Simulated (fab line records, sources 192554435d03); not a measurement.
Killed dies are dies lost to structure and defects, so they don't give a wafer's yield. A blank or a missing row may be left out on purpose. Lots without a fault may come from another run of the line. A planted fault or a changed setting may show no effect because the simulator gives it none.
Which tool did it? | flow n5_finfet | 10 lots, 28 wafers sampled, at 1 step of a route of 1938

WHAT THE GAUGES READ, wafer by wafer
N5_BEOL_M4_RC_MEAS_101.
lot  | measured     | on        | DIBL_N (mV/V)
L477 | day 7 19:19  | prober-01 | 37.7 37.1 34.6
L480 | day 8 15:36  | prober-01 | 39.9 36.9 38.6
L481 | day 8 21:31  | prober-02 | 36.7 37.9 40.3
L482 | day 9 13:37  | prober-01 | 40.1 33.7
L488 | day 10 22:10 | prober-01 | 36.3 35.6 37.5
L489 | day 10 22:28 | prober-02 | 39.4 37.4
L491 | day 11 14:37 | prober-01 | 37.1 37.5 36.6
L496 | day 12 23:25 | prober-01 | 38.9 35.8 42.4
L495 | day 12 23:43 | prober-02 | 35.5 35.7 39.6
L499 | day 13 07:25 | prober-01 | 36.3 38.2 33.9

WHICH TOOL RAN EACH LOT (tool, then ch and the chambers of the sampled wafers, then the start)
The record holds no process step before these readings.

THE ANSWER, worked out from the rows above alone
Rule: what is usual is taken from the lots themselves. Put in order of their means at a reading, lots are off if they are a third of the lots or fewer, leave a main group of 4 or more, and stand apart from it by a gap of 3 or more times the standard deviation of the main group's means; of several such gaps the widest counts. A main group whose means are all the same, to the digits that the tables above print for the reading, isn't used. A lot without any number at a reading at which 4 lots or more have one is off too. The other lots that the step has rows for count as sound.
No lot is off at any reading shown: from this, nothing can be told.

WHAT THE SIMULATOR HAD PUT IN
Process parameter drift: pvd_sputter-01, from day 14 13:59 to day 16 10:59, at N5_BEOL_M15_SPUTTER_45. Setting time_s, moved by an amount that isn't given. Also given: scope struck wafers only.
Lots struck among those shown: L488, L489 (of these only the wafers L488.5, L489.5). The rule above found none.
